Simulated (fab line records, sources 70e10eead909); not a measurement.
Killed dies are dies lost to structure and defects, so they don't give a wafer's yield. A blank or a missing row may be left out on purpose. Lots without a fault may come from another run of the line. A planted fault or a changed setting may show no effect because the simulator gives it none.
Which tool did it? | flow nand_harc | 14 lots, 42 wafers sampled, at 5 steps of a route of 1302

WHAT THE GAUGES READ, wafer by wafer
NHARC_HYBRID_BOND_OVL_MEAS_05.
lot  | measured     | on         | overlay_x_nm (nm) | overlay_y_nm (nm)
L756 | day 24 09:46 | overlay-01 | 12 -16 -72        | -10 -38 -24
L755 | day 24 14:07 | overlay-02 | 9 35 16           | -5 4 -7
L757 | day 24 14:08 | overlay-02 | 2 44 -14          | 46 9 39
L758 | day 24 14:07 | overlay-01 | 28 -30 -7         | -14 0 -56
L759 | day 25 20:46 | overlay-01 | -12 -5            | -2 6
L760 | day 26 20:26 | overlay-01 | 53                | -54
L767 | day 28 17:25 | overlay-01 | -23 33 -23        | -48 -12 -45
L770 | day 30 01:05 | overlay-02 | -53 -26 91        | 49 -70 71
L771 | day 30 01:05 | overlay-01 | 45 -18 -56        | 12 -5 28
L769 | day 30 10:26 | overlay-01 | -23 53 -11        | 24 -24 -8
L775 | day 31 20:16 | overlay-02 | -54 8 20          | -4 -34 -9
L774 | day 31 20:17 | overlay-01 | 10 -55 -44        | -14 -10 29
L777 | day 32 09:47 | overlay-02 | -10 47 17         | 18 55 1
L776 | day 32 09:47 | overlay-02 | 7 21 20           | 29 4 -54

NHARC_END_SORT_01.
lot  | measured     | on        | defect_limited_yield (%) | killed_at_array | killed_at_other | killed_at_periphery | killed_dies | killed_open | killed_short
L759 | day 26 15:25 | prober-02 | 88.3 0 89.5              | 72 669 63       | 0 1 2           | 7 7 6               | 79 677 71   | 2 9 9       | 3 1 5
L760 | day 27 21:47 | prober-02 | 0 90.5 0                 | 676 62 677      | 0 0 0           | 1 2 0               | 677 64 677  | 2 4 2       | 4 3 4

WHICH TOOL RAN EACH LOT (tool, then ch and the chambers of the sampled wafers, then the start)
lot  | NHARC_A_BONDPAD_ECD_18         | NHARC_A_BONDPAD_ANNEAL_28        | NHARC_THIN_TSV_DEP_43
L756 | ecd_cu-01 ch 0,1, day 23 22:35 | rtp_anneal-02 ch 0, day 23 22:58 | pecvd-01 ch 0,1, day 24 11:49
L755 | ecd_cu-01 ch 0,1, day 24 03:40 | rtp_anneal-02 ch 0, day 24 04:00 | pecvd-01 ch 0,2, day 24 16:03
L757 | ecd_cu-01 ch 0,1, day 24 04:16 | rtp_anneal-02 ch 0, day 24 04:43 | pecvd-04 ch 0,1,2, day 24 18:28
L758 | ecd_cu-01 ch 0,1, day 24 06:19 | rtp_anneal-02 ch 0, day 24 06:41 | pecvd-04 ch 0,1,2, day 24 17:13
L759 | ecd_cu-01 ch 0,1, day 25 10:02 | rtp_anneal-01 ch 0, day 25 10:28 | pecvd-01 ch 1, day 25 22:45
L760 | ecd_cu-01 ch 0,1, day 26 06:49 | rtp_anneal-01 ch 0, day 26 07:12 | pecvd-02 ch 2, day 26 23:35
L767 | ecd_cu-02 ch 0,1, day 28 06:42 | rtp_anneal-01 ch 0, day 28 07:05 | pecvd-02 ch 0,1,2, day 28 19:19
L770 | ecd_cu-02 ch 0,1, day 29 13:57 | rtp_anneal-01 ch 0, day 29 14:23 | pecvd-01 ch 0,2, day 30 03:02
L771 | ecd_cu-02 ch 0,1, day 29 15:17 | rtp_anneal-01 ch 0, day 29 15:40 | pecvd-02 ch 0,1, day 30 04:11
L769 | ecd_cu-02 ch 0,1, day 29 23:41 | rtp_anneal-02 ch 0, day 30 00:06 | pecvd-04 ch 0,1, day 30 12:26
L775 | ecd_cu-02 ch 0,1, day 31 09:13 | rtp_anneal-01 ch 0, day 31 09:36 | pecvd-04 ch 0,2, day 32 01:47
L774 | ecd_cu-02 ch 0,1, day 31 10:31 | rtp_anneal-02 ch 0, day 31 10:53 | pecvd-01 ch 0,1,2, day 32 02:56
L777 | ecd_cu-01 ch 0,1, day 31 16:29 | rtp_anneal-02 ch 0, day 31 16:52 | pecvd-02 ch 0,2, day 32 11:41
L776 | ecd_cu-01 ch 0,1, day 31 23:16 | rtp_anneal-02 ch 0, day 31 23:35 | pecvd-01 ch 0,1,2, day 32 12:57
- NHARC_A_BONDPAD_ECD_18: material Cu, target thk 400 nm.
- NHARC_A_BONDPAD_ANNEAL_28: time 90 s.
- NHARC_THIN_TSV_DEP_43: deposits SiO2, target thk 1328.5 nm.

WHAT THE TOOLS THEMSELVES READ (means of the sampled wafers that have a number; where no wafer has one, the mark that the record gives instead)
NHARC_A_BONDPAD_ANNEAL_28.
lot  | tool          | wafer_temp_C_max
L756 | rtp_anneal-02 | 225.7
L755 | rtp_anneal-02 | 225.8
L757 | rtp_anneal-02 | 226.0
L758 | rtp_anneal-02 | 225.7
L759 | rtp_anneal-01 | 226.2
L760 | rtp_anneal-01 | 226.0
L767 | rtp_anneal-01 | 226.3
L770 | rtp_anneal-01 | 226.1
L771 | rtp_anneal-01 | 226.3
L769 | rtp_anneal-02 | 225.6
L775 | rtp_anneal-01 | 226.2
L774 | rtp_anneal-02 | 225.7
L777 | rtp_anneal-02 | 225.9
L776 | rtp_anneal-02 | 225.8

NHARC_THIN_TSV_DEP_43.
lot  | tool     | showerhead_vpp_V (V) | throttle_valve_pct (%)
L756 | pecvd-01 | 1905                 | 16.1
L755 | pecvd-01 | 1862                 | 16.3
L757 | pecvd-04 | 1841                 | 16.1
L758 | pecvd-04 | 1844                 | 16.3
L759 | pecvd-01 | 1828                 | 15.9
L760 | pecvd-02 | 1804                 | 16.5
L767 | pecvd-02 | 1784                 | 16.2
L770 | pecvd-01 | 1867                 | 16.1
L771 | pecvd-02 | 1796                 | 16.1
L769 | pecvd-04 | 1831                 | 16.6
L775 | pecvd-04 | 1853                 | 16.4
L774 | pecvd-01 | 1840                 | 16.2
L777 | pecvd-02 | 1827                 | 16.8
L776 | pecvd-01 | 1839                 | 16.1

THE ANSWER, worked out from the rows above alone
Rule: what is usual is taken from the lots themselves. Put in order of their means at a reading, lots are off if they are a third of the lots or fewer, leave a main group of 4 or more, and stand apart from it by a gap of 3 or more times the standard deviation of the main group's means; of several such gaps the widest counts. A main group whose means are all the same, to the digits that the tables above print for the reading, isn't used. A lot without any number at a reading at which 4 lots or more have one is off too. The other lots that the step has rows for count as sound. The gauges are gone through in route order, then the tools' own readings, and for those a lot's mean is taken as printed above. The first step at which some lot is off is used, and at that step the reading that is off furthest; a lot without a number counts as furthest.
No lot is off at any reading shown: from this, nothing can be told.

WHAT THE SIMULATOR HAD PUT IN
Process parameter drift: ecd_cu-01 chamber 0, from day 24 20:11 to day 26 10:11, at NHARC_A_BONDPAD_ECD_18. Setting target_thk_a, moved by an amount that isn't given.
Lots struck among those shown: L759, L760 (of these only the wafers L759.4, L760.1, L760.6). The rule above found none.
